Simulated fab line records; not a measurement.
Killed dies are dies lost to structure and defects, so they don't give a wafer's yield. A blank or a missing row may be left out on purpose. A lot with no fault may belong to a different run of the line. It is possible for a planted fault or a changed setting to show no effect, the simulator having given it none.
Matching of chambers -- flow nand-harc -- 4 sister chambers for NHARC_A_CONTACT_ETCH_110 on rie-diel-11
The step etches the open film in CF4/O2, target depth 60 nm, overetch 6 nm, time 33 s. 8 wafers are shown with their chamber, then 9 later ones without.

== WAFERS WITH THEIR CHAMBER ==
wafer,chamber,drypump-motor-current-A (A),showerhead-plenum-p-Torr (Torr)
L082.4,3,5.4,1.42
L083.4,2,5.5,1.24
L087.2,2,5.5,1.45
L087.4,3,5.3,1.42
L087.5,1,5.8,1.28
L090.1,0,6.2,1.30
L090.3,1,5.8,1.28
L090.6,0,6.3,1.30

== WAFERS WHOSE CHAMBER IS MISSING ==
wafer,drypump-motor-current-A (A),showerhead-plenum-p-Torr (Torr)
L089.3,5.5,1.44
L089.4,5.8,1.28
L089.5,5.5,1.44
L093.3,6.3,1.29
L093.5,5.5,1.44
L093.6,5.8,1.27
L095.2,6.3,1.29
L095.5,5.5,1.44
L095.6,5.8,1.27

== THE CHAMBER EACH PASSED THROUGH ==
wafer,from the rows above,in truth
L089.3,can't be placed: 2 or 3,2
L089.4,1,1
L089.5,can't be placed: 2 or 3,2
L093.3,0,0
L093.5,can't be placed: 2 or 3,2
L093.6,1,1
L095.2,0,0
L095.5,can't be placed: 2 or 3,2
L095.6,1,1
Placed correctly: 5 of 9. From these rows, 4 cannot be placed; in 4 the true chamber is one of the candidates. Wrongly placed: 0.
How it was worked out, from the rows above alone: a wafer's distance from a chamber is the root of the sum, over the readings, of the square of ((its reading less the chamber's mean) divided by the reading's scatter). The wafer belongs to the nearest chamber; if the next one is less than 2 further off, it can't be placed. The mean given for a chamber averages the wafers shown for that chamber. The scatter: the root of (the sum of the squares of (reading less its chamber's mean) over the shown wafers, divided by (wafers less chambers)).
